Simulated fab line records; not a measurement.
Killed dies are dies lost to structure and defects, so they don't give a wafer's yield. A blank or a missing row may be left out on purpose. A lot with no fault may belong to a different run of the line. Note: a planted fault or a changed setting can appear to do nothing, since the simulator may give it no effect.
Struck lot and sound lot, side by side | flow nandHarc | 27 out of 1159 route steps
Sound: the wafers L252.1, L252.3, L252.5. Struck: wafers L264.2, L264.4 (left out: L264.5, a lot-mate that was not struck); the cause follows at the end.
At each step with rows: each side's tool, then ch and its chambers, then its first start. Under that, the readings that differ: sound wafers | struck wafers | difference of the means | sigmas: that difference in standard deviations of wafers without a fault.
alike: same words and numbers on both sides, and readings whose means sit less than 2 such deviations apart. not compared: any withheld reading, any reading some wafer has no value for, any bound like >300 that may hide the same value, and any number with overlapping values for which the record gives no deviation.
Wherever a step has rows on one side only, a row that says differs or no value, or a row with sigmas, the two part there. Numbers that have no deviation but don't overlap get no sigmas and don't part them. A reading missing from all wafers of one side parts the sides only when that side holds two or more wafers.

first, 1 step without rows for these wafers: NHARC_A_CHANNEL_HOLE_D1_DESCUM_15 (chemistry O2, time 3 s).
NHARC_A_CHANNEL_HOLE_D1_ETCH_38: etches the open film in CF4, target depth 39 nm, time 65 s.
  sound on rieDiel-10 ch 1,2, day 9 00:51; struck on rieDiel-11 ch 2,3, day 11 22:36
  alike: drypumpMotorCurrentA, oesProductAu, rfVppV, showerheadPlenumPTorr, throttleValvePct
  not compared: rfHoursCounterH
then, 2 steps without rows for these wafers: NHARC_A_CHANNEL_HOLE_D1_ETCH_39 (etches the open film in N2/H2, target depth 260 nm, time 325 s); NHARC_A_CHANNEL_HOLE_D1_ETCH_34 (etches the open film in CF4/CHF3, target depth 154 nm, time 77 s).
NHARC_A_CHANNEL_HOLE_D1_ETCH_16: etches the open film in O2/COS, target depth 3100 nm, time 806 s.
  sound: rieDiel-10 ch 0,1,2; struck: rieDiel-11 ch 0,3
  alike: drypumpMotorCurrentA, oesProductAu, rfVppV, showerheadPlenumPTorr, throttleValvePct
  not compared: rfHoursCounterH
NHARC_A_CHANNEL_HOLE_D1_CD_MEAS_18:
  struck on cdSem-02, day 11 23:37; sound on cdSem-02, day 9 01:52
  alike: cdNm
then, 3 steps without rows for these wafers: NHARC_A_CHANNEL_HOLE_D1_ETCH_19 (etches the open film in C4F8/O2/Ar, time 34.5 s); NHARC_A_CHANNEL_HOLE_D1_ETCH_20 (etches the open film in C4F8/O2/Ar, time 361.9 s, target depth 1600 nm); NHARC_A_CHANNEL_HOLE_D1_ETCH_21 (etches the open film in C4F8/O2/Ar, time 514.3 s, target depth 1600 nm).
NHARC_A_CHANNEL_HOLE_D1_ETCH_22: etches the open film in C4F8/O2/Ar, time 666.7 s, target depth 1600 nm.
  sound on harEtch-01 ch 0,1, day 9 02:49; struck on harEtch-02 ch 0, day 12 00:40
reading                      | sound          | struck    | difference | sigmas
drypumpMotorCurrentA (A)     | 6.4 6.3 6.6    | 5.6 5.6   | -0.8       | -2
showerheadPlenumPTorr (Torr) | 3.83 3.83 3.75 | 3.61 3.61 | -0.19      | -2
  alike: escClampCurrentUA, heBacksideLeakSccm, throttleValvePct
  not compared: rfHoursCounterH
NHARC_A_CHANNEL_HOLE_D1_ETCH_23: etches the open film in C4F8/O2/Ar, time 819 s, target depth 1600 nm.
  sound on harEtch-01 ch 0,1, day 9 03:22; struck on harEtch-02 ch 0, day 12 01:15
reading                      | sound          | struck    | difference | sigmas
drypumpMotorCurrentA (A)     | 6.4 6.4 6.6    | 5.6 5.6   | -0.9       | -2
showerheadPlenumPTorr (Torr) | 3.83 3.83 3.75 | 3.61 3.61 | -0.19      | -2
  alike: escClampCurrentUA, heBacksideLeakSccm, throttleValvePct
  not compared: rfHoursCounterH
then, 1 step without rows for these wafers: NHARC_A_CHANNEL_HOLE_D1_ETCH_24 (etches the open film in C4F8/O2/Ar, time 906.2 s, target depth 1500 nm).
NHARC_A_CHANNEL_HOLE_D1_ETCH_25: etches the open film in C4F8/O2/Ar, time 1040.2 s, target depth 1500 nm.
  sound on harEtch-01 ch 0,1, day 9 04:49; struck on harEtch-02 ch 0, day 12 02:45
reading                      | sound          | struck    | difference | sigmas
drypumpMotorCurrentA (A)     | 6.4 6.4 6.6    | 5.6 5.6   | -0.9       | -2
showerheadPlenumPTorr (Torr) | 3.82 3.82 3.74 | 3.60 3.60 | -0.19      | -2
  alike: escClampCurrentUA, heBacksideLeakSccm, throttleValvePct
  not compared: rfHoursCounterH
then, 6 steps without rows for these wafers: NHARC_A_CHANNEL_HOLE_D1_ETCH_26 (etches the open film in C4F8/O2/Ar, time 224.1 s, target depth 300 nm); NHARC_A_CHANNEL_HOLE_D1_ETCH_33 (etches the open film in C4F8/O2/Ar, time 90 s, target depth 400 nm); NHARC_A_CHANNEL_HOLE_D1_STRIP_41 (strips in N2/H2); NHARC_A_CHANNEL_HOLE_D1_STRIP_42 (strips in CF4/CHF3); NHARC_A_CHANNEL_HOLE_D1_STRIP_43 (strips in O2/COS); NHARC_A_CHANNEL_HOLE_D1_ETCH_44 (etches the open film in CF4/O2, target depth 140 nm, overetch 14 nm, time 77 s).
NHARC_A_CHANNEL_HOLE_D1_STRIP_27: strips in O2.
  sound on rieDiel-05 ch 0,3; struck on rieDiel-11 ch 0, day 12 04:40
reading                      | sound          | struck    | difference | sigmas
showerheadPlenumPTorr (Torr) | 3.47 3.75 3.47 | 3.31 3.31 | -0.25      | -2
  alike: drypumpMotorCurrentA, oesProductAu, rfVppV, throttleValvePct
  not compared: rfHoursCounterH
then, 2 steps without rows for these wafers: NHARC_A_CHANNEL_HOLE_D1_PRECLEAN_28 (cleans in SC1); NHARC_A_CHANNEL_HOLE_D1_SRD_29.
NHARC_A_CHANNEL_HOLE_D1_CD_MEAS_30:
  struck on cdSem-03, day 12 05:43; sound on cdSem-01, day 9 07:28
  alike: cdNm
after that, 1 step had no rows for these wafers: NHARC_A_CHANNEL_HOLE_D1_XSEM_31.
NHARC_A_CHANNEL_HOLE_D1_INSPECT_40:
  struck on defectInspect-01, day 12 05:55; sound on defectInspect-01, day 9 07:40
reading        | sound    | struck    | difference | sigmas
rawDefectCount | 54 76 67 | 1136 1173 | +1089      | +73
then, 1 step without rows for these wafers: NHARC_A_CHANNEL_FILL_D1_PRECLEAN_00 (cleans in SC1).
-- break in the record here, with 11 days between the starts of the struck wafers on either side (left off in module A_CHANNEL_FILL_D1, picked up again in module END, where the first step shown is number 1159 on the route) --
NHARC_END_SORT_01:
  here the record holds rows for the struck wafers (prober-02 ch 0, day 23 08:51) but none for the sound ones

WHERE THEY PART
Last at NHARC_END_SORT_01 as far as this record goes, first at NHARC_A_CHANNEL_HOLE_D1_ETCH_22.

WHY: whatever the simulator had introduced
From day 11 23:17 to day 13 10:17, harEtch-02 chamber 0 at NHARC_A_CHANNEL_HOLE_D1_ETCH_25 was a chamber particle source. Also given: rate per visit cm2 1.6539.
